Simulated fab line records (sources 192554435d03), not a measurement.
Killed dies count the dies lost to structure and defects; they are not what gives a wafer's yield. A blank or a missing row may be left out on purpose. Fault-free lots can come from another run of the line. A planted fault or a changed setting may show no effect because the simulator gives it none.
Which tool is to blame? | flow n5_finfet | route of 1938 steps, sampled at 1 step: 11 lots, 32 wafers

## WHAT THE GAUGES SHOWED, per wafer
N5_BEOL_M15_INSPECT_30: inspects for defects (macro). Usual: raw_defect_count reads 2.0 (standard deviation 1.6).
lot  | measured     | on                | raw_defect_count | flag
L806 | day 12 13:59 | defect_inspect-01 | 0 4 2            |
L805 | day 12 19:28 | defect_inspect-02 | 1 2              |
L807 | day 12 20:04 | defect_inspect-01 | 2 3 2            |
L810 | day 13 15:15 | defect_inspect-02 | 2 4 3            |
L814 | day 15 03:02 | defect_inspect-01 | 0 2 3            |
L821 | day 16 16:56 | defect_inspect-01 | 1 1 0            |
L820 | day 16 18:09 | defect_inspect-01 | 1 0 3            |
L822 | day 16 18:11 | defect_inspect-02 | 2 2 3            |
L823 | day 17 11:48 | defect_inspect-01 | 5 1 1            |
L826 | day 17 20:49 | defect_inspect-01 | 4 0 5            |
L825 | day 17 23:43 | defect_inspect-02 | 1 3 2            |

## TOOL THAT RAN EACH LOT (tool first, then ch and the chambers of the sampled wafers, then the start)
Record: no process step prior to these readings.

## AS READ BY THE TOOLS THEMSELVES (means over the sampled wafers that have a number; for cases with no such wafer, the mark the record gives instead)
The record holds no such reading with a usual standard deviation.

## THE ANSWER, worked out from the rows above alone
Rule: take the mean of a lot's wafers that have a number; if it is more than 3 standard deviations from the usual mean, the lot is off. Also off: a lot with no number at a reading for which 4 or more lots have one. Any other lot the step has rows for is counted as sound. After the gauges, taken in route order, come the tools' own readings; for these a lot's mean is taken, as printed above. At the first step where some lot is off, the reading lying furthest off is the one used; lots without a number count as furthest.
None of the lots is off at any reading shown; this tells nothing.

## WHAT THE SIMULATOR HAD PUT IN
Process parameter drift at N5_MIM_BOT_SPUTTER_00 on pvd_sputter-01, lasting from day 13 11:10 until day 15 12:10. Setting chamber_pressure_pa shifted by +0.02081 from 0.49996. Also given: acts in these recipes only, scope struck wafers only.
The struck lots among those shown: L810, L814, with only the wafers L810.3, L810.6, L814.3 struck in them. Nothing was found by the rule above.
